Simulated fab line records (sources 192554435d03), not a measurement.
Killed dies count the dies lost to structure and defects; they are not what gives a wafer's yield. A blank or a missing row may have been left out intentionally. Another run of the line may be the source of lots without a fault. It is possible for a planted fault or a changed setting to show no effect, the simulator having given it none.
Which tool did it? :: flow n5_finfet :: 14 lots with 40 wafers sampled at 7 steps, on a route of 1938 steps

WHAT EACH GAUGE READ, for each wafer
N5_MOL_CONTACT_COAG_CD_MEAS_101 targets a cd of 16 nm.
lot: L476
measured: day 5 12:41
on: cd_sem-01
cd_nm (nm): 16.1 15.6 15.6

lot: L477
measured: day 5 18:37
on: cd_sem-02
cd_nm (nm): 16.8 16.0 16.1

lot: L478
measured: day 6 01:35
on: cd_sem-02
cd_nm (nm): 15.9 15.7 16.8

lot: L479
measured: day 6 06:01
on: cd_sem-03
cd_nm (nm): 16.1 16.7 16.3

lot: L480
measured: day 6 13:17
on: cd_sem-03
cd_nm (nm): 15.4 15.6 15.4

lot: L482
measured: day 7 00:43
on: cd_sem-01
cd_nm (nm): 16.3 15.5 16.0

lot: L483
measured: day 7 06:31
on: cd_sem-01
cd_nm (nm): 15.4 15.3 16.1

lot: L484
measured: day 7 17:08
on: cd_sem-03
cd_nm (nm): 15.0 16.2

lot: L488
measured: day 8 10:49
on: cd_sem-01
cd_nm (nm): 15.9 16.6 17.0

lot: L489
measured: day 8 22:30
on: cd_sem-01
cd_nm (nm): 15.9 15.9 16.1

lot: L494
measured: day 9 23:29
on: cd_sem-01
cd_nm (nm): 16.4 16.4

lot: L496
measured: day 10 12:07
on: cd_sem-02
cd_nm (nm): 15.7 17.4 16.0

lot: L497
measured: day 10 21:22
on: cd_sem-02
cd_nm (nm): 16.1 15.9 16.4

lot: L498
measured: day 11 00:02
on: cd_sem-03
cd_nm (nm): 16.8 16.1 15.8

N5_BEOL_M0_SAQP_CD_MEAS_25 targets a cd of 13.1 nm.
lot: L476
measured: day 5 21:40
on: cd_sem-02
cd_nm (nm): 12.70 12.85 12.54

lot: L477
measured: day 6 02:11
on: cd_sem-02
cd_nm (nm): 12.77 12.73 12.99

lot: L478
measured: day 6 08:55
on: cd_sem-02
cd_nm (nm): 12.64 12.88 12.95

lot: L479
measured: day 6 13:24
on: cd_sem-01
cd_nm (nm): 12.59 12.73 12.52

lot: L480
measured: day 6 20:43
on: cd_sem-01
cd_nm (nm): 13.11 12.86 12.93

lot: L482
measured: day 7 09:08
on: cd_sem-02
cd_nm (nm): 12.52 12.55 13.04

lot: L483
measured: day 7 13:54
on: cd_sem-02
cd_nm (nm): 12.74 12.82 12.66

lot: L484
measured: day 8 00:44
on: cd_sem-02
cd_nm (nm): 12.76 12.71

lot: L488
measured: day 8 18:04
on: cd_sem-01
cd_nm (nm): - - -

lot: L489
measured: day 9 05:47
on: cd_sem-03
cd_nm (nm): - - -

lot: L494
measured: day 10 07:16
on: cd_sem-03
cd_nm (nm): 13.24 12.80

lot: L496
measured: day 10 20:07
on: cd_sem-02
cd_nm (nm): 12.54 13.28 12.61

lot: L497
measured: day 11 05:41
on: cd_sem-01
cd_nm (nm): 12.85 13.32 12.93

lot: L498
measured: day 11 09:37
on: cd_sem-01
cd_nm (nm): 12.80 12.80 12.73

N5_BEOL_M4_RC_MEAS_101.
lot: L476
measured: day 8 14:59
on: prober-01
DIBL_N (mV/V): 39.5 36.7 34.4
DIBL_P (mV/V): 40 37 33
IOFF_N (nA/um): 0.21 0.15 0.13
IOFF_P (nA/um): 0.29 0.22 0.17
ION_N (uA/um): 680 671 654
ION_P (uA/um): 466 461 450
SS_N (mV/dec): 72.7 71.6 71.9
SS_P (mV/dec): 74.0 73.3 71.9
VT_N (mV): 248 251 255
VT_P (mV): -246 -251 -253

lot: L477
measured: day 9 08:23
on: prober-02
DIBL_N (mV/V): 35.7 37.7 34.8
DIBL_P (mV/V): 35 36 34
IOFF_N (nA/um): 0.16 0.19 0.14
IOFF_P (nA/um): 0.22 0.22 0.18
ION_N (uA/um): 671 677 656
ION_P (uA/um): 464 461 455
SS_N (mV/dec): 71.8 72.6 71.9
SS_P (mV/dec): 72.9 73.0 72.3
VT_N (mV): 249 251 253
VT_P (mV): -249 -249 -249

lot: L478
measured: day 9 13:48
on: prober-01
DIBL_N (mV/V): 37.7 36.7 37.9
DIBL_P (mV/V): 39 37 38
IOFF_N (nA/um): 0.20 0.19 0.20
IOFF_P (nA/um): 0.25 0.23 0.23
ION_N (uA/um): 688 681 664
ION_P (uA/um): 467 464 453
SS_N (mV/dec): 71.6 72.0 73.0
SS_P (mV/dec): 73.7 72.7 73.8
VT_N (mV): 248 245 247
VT_P (mV): -248 -248 -248

lot: L479
measured: day 9 08:38
on: prober-01
DIBL_N (mV/V): 35.0 34.1 36.0
DIBL_P (mV/V): 34 32 35
IOFF_N (nA/um): 0.13 0.12 0.14
IOFF_P (nA/um): 0.16 0.14 0.17
ION_N (uA/um): 664 652 664
ION_P (uA/um): 455 445 453
SS_N (mV/dec): 71.5 71.4 71.1
SS_P (mV/dec): 73.0 72.2 72.8
VT_N (mV): 253 256 255
VT_P (mV): -251 -257 -255

lot: L480
measured: day 9 13:41
on: prober-02
DIBL_N (mV/V): 40.3 35.2 36.3
DIBL_P (mV/V): 37 35 36
IOFF_N (nA/um): 0.26 0.13 0.14
IOFF_P (nA/um): 0.19 0.16 0.17
ION_N (uA/um): 659 654 655
ION_P (uA/um): 447 445 441
SS_N (mV/dec): 74.5 70.6 71.5
SS_P (mV/dec): 73.1 73.0 72.5
VT_N (mV): 250 253 252
VT_P (mV): -253 -254 -254

lot: L482
measured: day 9 21:47
on: prober-02
DIBL_N (mV/V): 36.1 33.4 36.5
DIBL_P (mV/V): 34 31 36
IOFF_N (nA/um): 0.14 0.11 0.15
IOFF_P (nA/um): 0.20 0.16 0.22
ION_N (uA/um): 674 656 677
ION_P (uA/um): 464 453 474
SS_N (mV/dec): 72.4 71.2 72.2
SS_P (mV/dec): 72.6 71.6 73.4
VT_N (mV): 252 256 253
VT_P (mV): -250 -252 -250

lot: L483
measured: day 10 16:02
on: prober-01
DIBL_N (mV/V): 33.4 39.3 36.0
DIBL_P (mV/V): 31 38 34
IOFF_N (nA/um): 0.11 0.22 0.14
IOFF_P (nA/um): 0.15 0.24 0.18
ION_N (uA/um): 663 685 661
ION_P (uA/um): 456 465 443
SS_N (mV/dec): 70.8 72.2 71.0
SS_P (mV/dec): 72.4 73.3 72.4
VT_N (mV): 256 247 254
VT_P (mV): -254 -249 -253

lot: L484
measured: day 10 14:05
on: prober-01
DIBL_N (mV/V): 39.7 34.1
DIBL_P (mV/V): 37 32
IOFF_N (nA/um): 0.20 0.10
IOFF_P (nA/um): 0.19 0.13
ION_N (uA/um): 670 651
ION_P (uA/um): 449 446
SS_N (mV/dec): 73.0 71.8
SS_P (mV/dec): 74.5 72.7
VT_N (mV): 251 259
VT_P (mV): -256 -258

lot: L494
measured: day 12 21:28
on: prober-02
DIBL_N (mV/V): 42.6 43.0
DIBL_P (mV/V): 45 45
IOFF_N (nA/um): 0.30 0.30
IOFF_P (nA/um): 0.31 0.32
ION_N (uA/um): 698 693
ION_P (uA/um): 471 462
SS_N (mV/dec): 73.4 73.8
SS_P (mV/dec): 75.3 75.1
VT_N (mV): 245 244
VT_P (mV): -246 -247

lot: L496
measured: day 13 21:18
on: prober-02
DIBL_N (mV/V): 32.5 36.1 37.3
DIBL_P (mV/V): 33 37 39
IOFF_N (nA/um): 0.12 0.17 0.21
IOFF_P (nA/um): 0.14 0.18 0.22
ION_N (uA/um): 665 690 697
ION_P (uA/um): 453 459 464
SS_N (mV/dec): 71.2 71.7 72.5
SS_P (mV/dec): 72.1 72.8 74.6
VT_N (mV): 252 249 244
VT_P (mV): -255 -255 -252

lot: L497
measured: day 13 21:37
on: prober-01
DIBL_N (mV/V): 36.6 34.7 34.5
DIBL_P (mV/V): 37 35 35
IOFF_N (nA/um): 0.17 0.14 0.14
IOFF_P (nA/um): 0.18 0.16 0.16
ION_N (uA/um): 682 665 670
ION_P (uA/um): 459 446 458
SS_N (mV/dec): 72.2 71.2 70.7
SS_P (mV/dec): 72.7 73.3 73.3
VT_N (mV): 251 251 252
VT_P (mV): -256 -255 -258

lot: L498
measured: day 14 00:27
on: prober-01
DIBL_N (mV/V): 34.9 37.6 37.8
DIBL_P (mV/V): 35 38 39
IOFF_N (nA/um): 0.13 0.16 0.19
IOFF_P (nA/um): 0.16 0.19 0.22
ION_N (uA/um): 662 662 681
ION_P (uA/um): 456 448 460
SS_N (mV/dec): 71.0 71.7 71.8
SS_P (mV/dec): 73.0 73.5 73.7
VT_N (mV): 254 254 249
VT_P (mV): -253 -253 -252

EACH LOT AND THE TOOL THAT RAN IT (in order: tool; ch and the chambers of the sampled wafers; start)
lot: L476
N5_MOL_CONTACT_COAG_ETCHBACK_134: rie_diel-02 ch 0,2,3, day 5 12:10
N5_BEOL_M0_SAQP_HM_DEP_111: pecvd-01 ch 0,1,2, day 5 19:34
N5_BEOL_M0_SAQP_ETCH_83: rie_diel-04 ch 0,2, day 5 20:08
N5_BEOL_M0_SAQP_HM_OPEN_112: rie_diel-04 ch 0,2, day 5 20:17

lot: L477
N5_MOL_CONTACT_COAG_ETCHBACK_134: rie_diel-05 ch 0,3, day 5 18:07
N5_BEOL_M0_SAQP_HM_DEP_111: pecvd-01 ch 0,1,2, day 6 00:05
N5_BEOL_M0_SAQP_ETCH_83: rie_diel-01 ch 0,2, day 6 00:39
N5_BEOL_M0_SAQP_HM_OPEN_112: rie_diel-01 ch 0,2, day 6 00:49

lot: L478
N5_MOL_CONTACT_COAG_ETCHBACK_134: rie_diel-02 ch 0,3, day 6 01:04
N5_BEOL_M0_SAQP_HM_DEP_111: pecvd-04 ch 0,2, day 6 06:48
N5_BEOL_M0_SAQP_ETCH_83: rie_diel-01 ch 0,2, day 6 07:22
N5_BEOL_M0_SAQP_HM_OPEN_112: rie_diel-01 ch 0,2, day 6 07:32

lot: L479
N5_MOL_CONTACT_COAG_ETCHBACK_134: rie_diel-02 ch 1,2, day 6 05:30
N5_BEOL_M0_SAQP_HM_DEP_111: pecvd-04 ch 0,1, day 6 11:06
N5_BEOL_M0_SAQP_ETCH_83: rie_diel-01 ch 0,1,2, day 6 11:53
N5_BEOL_M0_SAQP_HM_OPEN_112: rie_diel-01 ch 0,1,2, day 6 12:02

lot: L480
N5_MOL_CONTACT_COAG_ETCHBACK_134: rie_diel-06 ch 0,1,2, day 6 12:46
N5_BEOL_M0_SAQP_HM_DEP_111: pecvd-01 ch 0,1, day 6 18:43
N5_BEOL_M0_SAQP_ETCH_83: rie_diel-04 ch 1,2,3, day 6 19:11
N5_BEOL_M0_SAQP_HM_OPEN_112: rie_diel-04 ch 1,2,3, day 6 19:21

lot: L482
N5_MOL_CONTACT_COAG_ETCHBACK_134: rie_diel-06 ch 2,3, day 7 00:13
N5_BEOL_M0_SAQP_HM_DEP_111: pecvd-04 ch 0,1, day 7 07:02
N5_BEOL_M0_SAQP_ETCH_83: rie_diel-03 ch 0,1,2, day 7 07:37
N5_BEOL_M0_SAQP_HM_OPEN_112: rie_diel-03 ch 0,1,2, day 7 07:46

lot: L483
N5_MOL_CONTACT_COAG_ETCHBACK_134: rie_diel-02 ch 0,1,3, day 7 06:01
N5_BEOL_M0_SAQP_HM_DEP_111: pecvd-01 ch 0,1,2, day 7 11:37
N5_BEOL_M0_SAQP_ETCH_83: rie_diel-01 ch 0,1,2, day 7 12:11
N5_BEOL_M0_SAQP_HM_OPEN_112: rie_diel-01 ch 0,1,2, day 7 12:21

lot: L484
N5_MOL_CONTACT_COAG_ETCHBACK_134: rie_diel-05 ch 0,1, day 7 16:38
N5_BEOL_M0_SAQP_HM_DEP_111: pecvd-02 ch 0,1, day 7 22:32
N5_BEOL_M0_SAQP_ETCH_83: rie_diel-01 ch 1,3, day 7 23:05
N5_BEOL_M0_SAQP_HM_OPEN_112: rie_diel-01 ch 1,3, day 7 23:15

lot: L488
N5_MOL_CONTACT_COAG_ETCHBACK_134: rie_diel-02 ch 0,2,3, day 8 10:18
N5_BEOL_M0_SAQP_HM_DEP_111: pecvd-02 ch 0,1,2, day 8 15:47
N5_BEOL_M0_SAQP_ETCH_83: rie_diel-01 ch 0,1, day 8 16:29
N5_BEOL_M0_SAQP_HM_OPEN_112: rie_diel-01 ch 0,1, day 8 16:39

lot: L489
N5_MOL_CONTACT_COAG_ETCHBACK_134: rie_diel-06 ch 0,1,2, day 8 22:00
N5_BEOL_M0_SAQP_HM_DEP_111: pecvd-01 ch 0,2, day 9 03:24
N5_BEOL_M0_SAQP_ETCH_83: rie_diel-04 ch 0,1,3, day 9 03:58
N5_BEOL_M0_SAQP_HM_OPEN_112: rie_diel-04 ch 0,1,3, day 9 04:08

lot: L494
N5_MOL_CONTACT_COAG_ETCHBACK_134: rie_diel-02 ch 2,3, day 9 22:58
N5_BEOL_M0_SAQP_HM_DEP_111: pecvd-02 ch 0, day 10 05:00
N5_BEOL_M0_SAQP_ETCH_83: rie_diel-04 ch 0,1, day 10 05:34
N5_BEOL_M0_SAQP_HM_OPEN_112: rie_diel-04 ch 0,1, day 10 05:44

lot: L496
N5_MOL_CONTACT_COAG_ETCHBACK_134: rie_diel-05 ch 0,2, day 10 11:36
N5_BEOL_M0_SAQP_HM_DEP_111: pecvd-02 ch 0,1,2, day 10 17:56
N5_BEOL_M0_SAQP_ETCH_83: rie_diel-04 ch 0,2, day 10 18:30
N5_BEOL_M0_SAQP_HM_OPEN_112: rie_diel-04 ch 0,2, day 10 18:39

lot: L497
N5_MOL_CONTACT_COAG_ETCHBACK_134: rie_diel-05 ch 2,3, day 10 20:52
N5_BEOL_M0_SAQP_HM_DEP_111: pecvd-01 ch 0,1, day 11 03:35
N5_BEOL_M0_SAQP_ETCH_83: rie_diel-01 ch 0,1,2, day 11 04:10
N5_BEOL_M0_SAQP_HM_OPEN_112: rie_diel-01 ch 0,1,2, day 11 04:19

lot: L498
N5_MOL_CONTACT_COAG_ETCHBACK_134: rie_diel-05 ch 1,2,3, day 10 23:32
N5_BEOL_M0_SAQP_HM_DEP_111: pecvd-01 ch 0,1,2, day 11 07:31
N5_BEOL_M0_SAQP_ETCH_83: rie_diel-01 ch 0,1,3, day 11 08:05
N5_BEOL_M0_SAQP_HM_OPEN_112: rie_diel-01 ch 0,1,3, day 11 08:14
- N5_MOL_CONTACT_COAG_ETCHBACK_134: etches SiO2 in CHF3, target depth 10 nm, time 6.7 s.
- N5_BEOL_M0_SAQP_HM_DEP_111: deposits SiO2 from SiH4/N2O, target thk 12 nm, time 7.2 s.
- N5_BEOL_M0_SAQP_ETCH_83: etches SiARC in CF4, target depth 39 nm, time 65 s.
- N5_BEOL_M0_SAQP_HM_OPEN_112: chemistry CHF3/O2, target SiO2, stops on a-Si, target depth 12 nm, time 13.5 s.

WHAT THE TOOLS THEMSELVES READ (means of the sampled wafers that have a number; where no wafer has one, the mark that the record gives instead)
N5_MOL_CONTACT_COAG_ETCHBACK_134.
lot: L476
tool: rie_diel-02
drypump_motor_current_A (A): 5.6
oes_product_au (a.u.): 0.79
rf_vpp_V (V): 516
showerhead_plenum_p_Torr (Torr): 2.41
throttle_valve_pct (%): 18.56

lot: L477
tool: rie_diel-05
drypump_motor_current_A (A): 5.6
oes_product_au (a.u.): 0.77
rf_vpp_V (V): 527
showerhead_plenum_p_Torr (Torr): 2.32
throttle_valve_pct (%): 18.70

lot: L478
tool: rie_diel-02
drypump_motor_current_A (A): 5.8
oes_product_au (a.u.): 0.78
rf_vpp_V (V): 513
showerhead_plenum_p_Torr (Torr): 2.38
throttle_valve_pct (%): 18.62

lot: L479
tool: rie_diel-02
drypump_motor_current_A (A): 5.1
oes_product_au (a.u.): 0.77
rf_vpp_V (V): 533
showerhead_plenum_p_Torr (Torr): 2.43
throttle_valve_pct (%): 18.59

lot: L480
tool: rie_diel-06
drypump_motor_current_A (A): 5.6
oes_product_au (a.u.): 0.85
rf_vpp_V (V): 525
showerhead_plenum_p_Torr (Torr): 2.43
throttle_valve_pct (%): 18.64

lot: L482
tool: rie_diel-06
drypump_motor_current_A (A): 5.9
oes_product_au (a.u.): 0.78
rf_vpp_V (V): 527
showerhead_plenum_p_Torr (Torr): 2.40
throttle_valve_pct (%): 18.57

lot: L483
tool: rie_diel-02
drypump_motor_current_A (A): 5.8
oes_product_au (a.u.): 0.75
rf_vpp_V (V): 519
showerhead_plenum_p_Torr (Torr): 2.38
throttle_valve_pct (%): 18.70

lot: L484
tool: rie_diel-05
drypump_motor_current_A (A): 5.5
oes_product_au (a.u.): 0.74
rf_vpp_V (V): 514
showerhead_plenum_p_Torr (Torr): 2.33
throttle_valve_pct (%): 18.66

lot: L488
tool: rie_diel-02
drypump_motor_current_A (A): 5.6
oes_product_au (a.u.): 0.76
rf_vpp_V (V): 516
showerhead_plenum_p_Torr (Torr): 2.40
throttle_valve_pct (%): 18.59

lot: L489
tool: rie_diel-06
drypump_motor_current_A (A): 5.6
oes_product_au (a.u.): 0.81
rf_vpp_V (V): 525
showerhead_plenum_p_Torr (Torr): 2.42
throttle_valve_pct (%): 18.68

lot: L494
tool: rie_diel-02
drypump_motor_current_A (A): 5.6
oes_product_au (a.u.): 0.73
rf_vpp_V (V): 515
showerhead_plenum_p_Torr (Torr): 2.42
throttle_valve_pct (%): 18.66

lot: L496
tool: rie_diel-05
drypump_motor_current_A (A): 6.2
oes_product_au (a.u.): 0.83
rf_vpp_V (V): 529
showerhead_plenum_p_Torr (Torr): 2.45
throttle_valve_pct (%): 18.62

lot: L497
tool: rie_diel-05
drypump_motor_current_A (A): 6.2
oes_product_au (a.u.): 0.86
rf_vpp_V (V): 532
showerhead_plenum_p_Torr (Torr): 2.46
throttle_valve_pct (%): 18.67

lot: L498
tool: rie_diel-05
drypump_motor_current_A (A): 5.9
oes_product_au (a.u.): 0.91
rf_vpp_V (V): 523
showerhead_plenum_p_Torr (Torr): 2.40
throttle_valve_pct (%): 18.59

N5_BEOL_M0_SAQP_HM_DEP_111.
lot: L476
tool: pecvd-01
chamber_pressure_Torr (Torr): 0.7504
heater_power_outer_w (W): 371
heater_power_w (W): 642
showerhead_plenum_p_Torr (Torr): 8.19

lot: L477
tool: pecvd-01
chamber_pressure_Torr (Torr): 0.7493
heater_power_outer_w (W): 386
heater_power_w (W): 655
showerhead_plenum_p_Torr (Torr): 8.20

lot: L478
tool: pecvd-04
chamber_pressure_Torr (Torr): 0.7518
heater_power_outer_w (W): 459
heater_power_w (W): 707
showerhead_plenum_p_Torr (Torr): 8.07

lot: L479
tool: pecvd-04
chamber_pressure_Torr (Torr): 0.7504
heater_power_outer_w (W): 531
heater_power_w (W): 824
showerhead_plenum_p_Torr (Torr): 8.14

lot: L480
tool: pecvd-01
chamber_pressure_Torr (Torr): 0.7517
heater_power_outer_w (W): 413
heater_power_w (W): 704
showerhead_plenum_p_Torr (Torr): 8.11

lot: L482
tool: pecvd-04
chamber_pressure_Torr (Torr): 0.7508
heater_power_outer_w (W): 450
heater_power_w (W): 736
showerhead_plenum_p_Torr (Torr): 8.15

lot: L483
tool: pecvd-01
chamber_pressure_Torr (Torr): 0.7494
heater_power_outer_w (W): 407
heater_power_w (W): 690
showerhead_plenum_p_Torr (Torr): 8.19

lot: L484
tool: pecvd-02
chamber_pressure_Torr (Torr): 0.7516
heater_power_outer_w (W): 466
heater_power_w (W): 785
showerhead_plenum_p_Torr (Torr): 8.09

lot: L488
tool: pecvd-02
chamber_pressure_Torr (Torr): -
heater_power_outer_w (W): -
heater_power_w (W): -
showerhead_plenum_p_Torr (Torr): -

lot: L489
tool: pecvd-01
chamber_pressure_Torr (Torr): -
heater_power_outer_w (W): -
heater_power_w (W): -
showerhead_plenum_p_Torr (Torr): -

lot: L494
tool: pecvd-02
chamber_pressure_Torr (Torr): 0.7513
heater_power_outer_w (W): 394
heater_power_w (W): 684
showerhead_plenum_p_Torr (Torr): 8.02

lot: L496
tool: pecvd-02
chamber_pressure_Torr (Torr): 0.7506
heater_power_outer_w (W): 456
heater_power_w (W): 761
showerhead_plenum_p_Torr (Torr): 8.05

lot: L497
tool: pecvd-01
chamber_pressure_Torr (Torr): 0.7480
heater_power_outer_w (W): 430
heater_power_w (W): 721
showerhead_plenum_p_Torr (Torr): 8.05

lot: L498
tool: pecvd-01
chamber_pressure_Torr (Torr): 0.7486
heater_power_outer_w (W): 367
heater_power_w (W): 639
showerhead_plenum_p_Torr (Torr): 8.18

N5_BEOL_M0_SAQP_ETCH_83.
lot: L476
tool: rie_diel-04
drypump_motor_current_A (A): 5.9
etch_rf_on_time_s (s): 64.1
oes_product_au (a.u.): 0.65
rf_vpp_V (V): 181.8
showerhead_plenum_p_Torr (Torr): 2.09
throttle_valve_pct (%): 15.70

lot: L477
tool: rie_diel-01
drypump_motor_current_A (A): 6.2
etch_rf_on_time_s (s): 63.8
oes_product_au (a.u.): 0.68
rf_vpp_V (V): 184.9
showerhead_plenum_p_Torr (Torr): 2.22
throttle_valve_pct (%): 15.53

lot: L478
tool: rie_diel-01
drypump_motor_current_A (A): 6.2
etch_rf_on_time_s (s): 63.5
oes_product_au (a.u.): 0.68
rf_vpp_V (V): 184.9
showerhead_plenum_p_Torr (Torr): 2.22
throttle_valve_pct (%): 15.54

lot: L479
tool: rie_diel-01
drypump_motor_current_A (A): 6.0
etch_rf_on_time_s (s): 65.0
oes_product_au (a.u.): 0.67
rf_vpp_V (V): 184.1
showerhead_plenum_p_Torr (Torr): 2.16
throttle_valve_pct (%): 15.60

lot: L480
tool: rie_diel-04
drypump_motor_current_A (A): 5.6
etch_rf_on_time_s (s): 64.1
oes_product_au (a.u.): 0.68
rf_vpp_V (V): 184.1
showerhead_plenum_p_Torr (Torr): 2.09
throttle_valve_pct (%): 15.45

lot: L482
tool: rie_diel-03
drypump_motor_current_A (A): 5.6
etch_rf_on_time_s (s): 64.3
oes_product_au (a.u.): 0.71
rf_vpp_V (V): 184.8
showerhead_plenum_p_Torr (Torr): 2.22
throttle_valve_pct (%): 15.67

lot: L483
tool: rie_diel-01
drypump_motor_current_A (A): 6.0
etch_rf_on_time_s (s): 65.7
oes_product_au (a.u.): 0.66
rf_vpp_V (V): 183.7
showerhead_plenum_p_Torr (Torr): 2.16
throttle_valve_pct (%): 15.61

lot: L484
tool: rie_diel-01
drypump_motor_current_A (A): 5.8
etch_rf_on_time_s (s): 65.0
oes_product_au (a.u.): 0.64
rf_vpp_V (V): 181.8
showerhead_plenum_p_Torr (Torr): 2.06
throttle_valve_pct (%): 15.79

lot: L488
tool: rie_diel-01
drypump_motor_current_A (A): 5.8
etch_rf_on_time_s (s): 66.7
oes_product_au (a.u.): 0.68
rf_vpp_V (V): 183.5
showerhead_plenum_p_Torr (Torr): 2.14
throttle_valve_pct (%): 15.53

lot: L489
tool: rie_diel-04
drypump_motor_current_A (A): 5.5
etch_rf_on_time_s (s): 63.9
oes_product_au (a.u.): 0.70
rf_vpp_V (V): 183.9
showerhead_plenum_p_Torr (Torr): 2.13
throttle_valve_pct (%): 15.43

lot: L494
tool: rie_diel-04
drypump_motor_current_A (A): 5.7
etch_rf_on_time_s (s): 63.3
oes_product_au (a.u.): 0.71
rf_vpp_V (V): 183.4
showerhead_plenum_p_Torr (Torr): 2.12
throttle_valve_pct (%): 15.50

lot: L496
tool: rie_diel-04
drypump_motor_current_A (A): 5.9
etch_rf_on_time_s (s): 65.1
oes_product_au (a.u.): 0.61
rf_vpp_V (V): 182.9
showerhead_plenum_p_Torr (Torr): 2.08
throttle_valve_pct (%): 15.76

lot: L497
tool: rie_diel-01
drypump_motor_current_A (A): 6.0
etch_rf_on_time_s (s): 64.8
oes_product_au (a.u.): 0.64
rf_vpp_V (V): 184.7
showerhead_plenum_p_Torr (Torr): 2.15
throttle_valve_pct (%): 15.66

lot: L498
tool: rie_diel-01
drypump_motor_current_A (A): 5.8
etch_rf_on_time_s (s): 66.0
oes_product_au (a.u.): 0.65
rf_vpp_V (V): 183.0
showerhead_plenum_p_Torr (Torr): 2.10
throttle_valve_pct (%): 15.70

N5_BEOL_M0_SAQP_HM_OPEN_112.
lot: L476
tool: rie_diel-04
drypump_motor_current_A (A): 6.0
oes_o_777_au (a.u.): 0.76
oes_product_au (a.u.): 0.49
rf_vpp_V (V): 509
showerhead_plenum_p_Torr (Torr): 2.33
throttle_valve_pct (%): 18.82

lot: L477
tool: rie_diel-01
drypump_motor_current_A (A): 6.2
oes_o_777_au (a.u.): 0.81
oes_product_au (a.u.): 0.52
rf_vpp_V (V): 533
showerhead_plenum_p_Torr (Torr): 2.50
throttle_valve_pct (%): 18.78

lot: L478
tool: rie_diel-01
drypump_motor_current_A (A): 6.2
oes_o_777_au (a.u.): 0.81
oes_product_au (a.u.): 0.51
rf_vpp_V (V): 533
showerhead_plenum_p_Torr (Torr): 2.50
throttle_valve_pct (%): 18.79

lot: L479
tool: rie_diel-01
drypump_motor_current_A (A): 6.0
oes_o_777_au (a.u.): 0.81
oes_product_au (a.u.): 0.50
rf_vpp_V (V): 535
showerhead_plenum_p_Torr (Torr): 2.43
throttle_valve_pct (%): 18.81

lot: L480
tool: rie_diel-04
drypump_motor_current_A (A): 5.6
oes_o_777_au (a.u.): 0.81
oes_product_au (a.u.): 0.52
rf_vpp_V (V): 530
showerhead_plenum_p_Torr (Torr): 2.35
throttle_valve_pct (%): 18.59

lot: L482
tool: rie_diel-03
drypump_motor_current_A (A): 5.6
oes_o_777_au (a.u.): 0.81
oes_product_au (a.u.): 0.54
rf_vpp_V (V): 539
showerhead_plenum_p_Torr (Torr): 2.51
throttle_valve_pct (%): 19.02

lot: L483
tool: rie_diel-01
drypump_motor_current_A (A): 6.0
oes_o_777_au (a.u.): 0.80
oes_product_au (a.u.): 0.51
rf_vpp_V (V): 535
showerhead_plenum_p_Torr (Torr): 2.43
throttle_valve_pct (%): 18.82

lot: L484
tool: rie_diel-01
drypump_motor_current_A (A): 5.8
oes_o_777_au (a.u.): 0.76
oes_product_au (a.u.): 0.49
rf_vpp_V (V): 522
showerhead_plenum_p_Torr (Torr): 2.31
throttle_valve_pct (%): 18.99

lot: L488
tool: rie_diel-01
drypump_motor_current_A (A): 5.8
oes_o_777_au (a.u.): 0.83
oes_product_au (a.u.): 0.30
rf_vpp_V (V): 543
showerhead_plenum_p_Torr (Torr): 2.41
throttle_valve_pct (%): 18.67

lot: L489
tool: rie_diel-04
drypump_motor_current_A (A): 5.5
oes_o_777_au (a.u.): 0.84
oes_product_au (a.u.): 0.31
rf_vpp_V (V): 525
showerhead_plenum_p_Torr (Torr): 2.39
throttle_valve_pct (%): 18.53

lot: L494
tool: rie_diel-04
drypump_motor_current_A (A): 5.7
oes_o_777_au (a.u.): 0.86
oes_product_au (a.u.): 0.53
rf_vpp_V (V): 516
showerhead_plenum_p_Torr (Torr): 2.38
throttle_valve_pct (%): 18.68

lot: L496
tool: rie_diel-04
drypump_motor_current_A (A): 5.9
oes_o_777_au (a.u.): 0.73
oes_product_au (a.u.): 0.47
rf_vpp_V (V): 509
showerhead_plenum_p_Torr (Torr): 2.32
throttle_valve_pct (%): 18.88

lot: L497
tool: rie_diel-01
drypump_motor_current_A (A): 6.0
oes_o_777_au (a.u.): 0.78
oes_product_au (a.u.): 0.50
rf_vpp_V (V): 535
showerhead_plenum_p_Torr (Torr): 2.42
throttle_valve_pct (%): 18.87

lot: L498
tool: rie_diel-01
drypump_motor_current_A (A): 5.8
oes_o_777_au (a.u.): 0.77
oes_product_au (a.u.): 0.50
rf_vpp_V (V): 531
showerhead_plenum_p_Torr (Torr): 2.35
throttle_valve_pct (%): 18.89

THE ANSWER, worked out from the rows above alone
Rule: what is usual is taken from the lots themselves. The widest of any qualifying gaps counts: lots, ordered by their means at a reading, are off when they make up no more than a third of the lots, leave a main group of 4 or more, and stand apart from it by 3 or more times the standard deviation of that group's means. A main group is skipped when, at the precision printed for the reading in the tables above, its means are all equal. A lot without any number at a reading at which 4 lots or more have one is off too. The other lots that the step has rows for count as sound. Order of review: gauges by route order, followed by the tools' own readings, for which a lot's mean as printed above is used. At the first step where some lot is off, the reading lying furthest off is the one used; lots without a number count as furthest.
Off, at N5_BEOL_M0_SAQP_CD_MEAS_25 on cd_nm: L488, L489. Without a number there: L488, L489. Mean 12.81 nm and standard deviation 0.13 in the main group.
If a tool, at a process step before that reading, ran all the lots that are off and no sound lot after the first of them, it fits. Not tried: the gauges at N5_BEOL_M0_SAQP_CD_MEAS_25; whatever is off there is also off at N5_BEOL_M0_SAQP_HM_DEP_111, on other tools, and gauge error can't account for it. Of those tried, none fits.

WHAT WAS PUT IN BY THE SIMULATOR
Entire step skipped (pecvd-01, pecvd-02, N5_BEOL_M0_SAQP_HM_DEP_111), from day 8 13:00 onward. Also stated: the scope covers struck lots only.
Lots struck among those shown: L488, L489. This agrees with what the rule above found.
